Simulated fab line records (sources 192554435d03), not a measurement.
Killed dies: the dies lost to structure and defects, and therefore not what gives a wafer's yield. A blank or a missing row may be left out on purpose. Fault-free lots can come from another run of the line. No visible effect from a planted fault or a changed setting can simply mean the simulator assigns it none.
Comparing a struck lot with a sound one / flow n5-finfet / 16 out of 1938 route steps
Sound: wafers L331.2, L331.3, L331.5. Struck: wafers L326.2, L326.4, L326.6. The cause is named last.
At each step with rows: each side's tool, then ch and its chambers, then its first start. Under that, the readings that differ: sound wafers / struck wafers / difference of the means / sigmas: that difference in standard deviations of wafers without a fault.
alike: readings with means less than 2 such deviations apart, plus words and numbers identical on both sides. not compared: withheld readings, readings lacking a value on some wafer, bounds such as >300 that could conceal the same value, and numbers that have no deviation in the record and whose values overlap.
The two part at a step that has a row with sigmas, a row that says differs or no value, or rows on one side only. Numbers that have no deviation but don't overlap get no sigmas and don't part them. A reading missing from all wafers of one side parts the sides only when that side holds two or more wafers.

N5_BEOL_M4_STRIP_36: strips in N2/H2.
  sound on rie-diel-04 ch 0,2,3, day 13 10:53; struck on rie-diel-04 ch 1,3, day 12 05:39
  alike: drypump-motor-current-A, n2-flow-sccm, oes-product-au, rf-vpp-V, showerhead-plenum-p-Torr, throttle-valve-pct
  not compared: rf-hours-counter-h
N5_BEOL_M4_TRENCH_ETCH_37: etches SiOC in C4F6/O2, target depth 55.555 nm, time 29.2 s.
  sound: rie-diel-04 ch 0,2,3; struck: rie-diel-04 ch 1,3
  alike: drypump-motor-current-A, oes_f_703_au, oes-product-au, rf-vpp-V, showerhead-plenum-p-Torr, throttle-valve-pct
  not compared: rf-hours-counter-h
N5_BEOL_M4_ETCH_41: etches SiCN in CH3F/O2, target depth 29.9 nm, time 52.5 s.
  sound: rie-diel-04 ch 0,2,3; struck: rie-diel-04 ch 1,3
  alike: drypump-motor-current-A, oes-product-au, rf-vpp-V, showerhead-plenum-p-Torr, throttle-valve-pct
  not compared: rf-hours-counter-h
N5_BEOL_M4_STRIP_97: strips in N2/H2, time 10 s.
  sound: rie-diel-04 ch 0,2,3; struck: rie-diel-04 ch 1,3
  alike: drypump-motor-current-A, n2-flow-sccm, oes-product-au, rf-vpp-V, showerhead-plenum-p-Torr, throttle-valve-pct
  not compared: rf-hours-counter-h
N5_BEOL_M4_OCD_MEAS_38:
  sound on ocd-01, day 13 11:05; struck on ocd-02, day 12 05:50
  alike: trench-depth-nm
then, 4 steps without rows for these wafers: N5_BEOL_M4_HM_STRIP_39 (strips TiN in peroxide tin strip, target depth 25 nm, time 158 s); N5_BEOL_M4_SRD_40 (time 30 s); N5_BEOL_M4_PRECLEAN_42 (cleans in residue remover, time 60 s); N5_BEOL_M4_SRD_43 (time 30 s).
N5_BEOL_M4_CD_MEAS_35: target cd 18 nm, target cd y 22.4 nm.
  sound on cd-sem-03, day 13 11:15; struck on cd-sem-02, day 12 06:00
  alike: cd-nm
then, 2 steps without rows for these wafers: N5_BEOL_M4_DEGAS_44 (time 60 s); N5_BEOL_M4_PRE_CLEAN_45 (time 30 s).
N5_BEOL_M4_ALD_84: deposits TaN, pulse time 2 s, purge time 3 s, co reactant purge time 2 s.
  sound on ald-metal-04 ch 2,3, day 13 11:59; struck on ald-metal-03 ch 0,1,3, day 12 06:18
reading=co-reactant-pulse-time-s (s); sound=3 3 3; struck=2.811 2.811 2.811; difference=-0.189; sigmas=
  alike: heater-power-w, precursor-vessel-pressure-torr, precursor-vessel-temp-c
N5_BEOL_M4_SURFACE_TREAT_85:
  sound on pvd-sputter-02, day 13 12:17; struck on pvd-sputter-02, day 12 06:35
  not compared: throttle-valve-pct
N5_BEOL_M4_RC_MEAS_101:
  sound on prober-01 ch 0, day 13 15:58; struck on prober-01 ch 0, day 12 09:55
  alike: DIBL_N, DIBL_P, IOFF_N, IOFF_P, ION_N, ION_P, SS_N, SS_P, VT_N, VT_P
N5_PASSIVATION_PROBE_49:
  rows exist in the record for the sound wafers here (prober-02, day 18 06:20), none for the struck ones

WHERE THEY PART
Only at N5_PASSIVATION_PROBE_49, as far as this record shows.

WHY: whatever the simulator had introduced
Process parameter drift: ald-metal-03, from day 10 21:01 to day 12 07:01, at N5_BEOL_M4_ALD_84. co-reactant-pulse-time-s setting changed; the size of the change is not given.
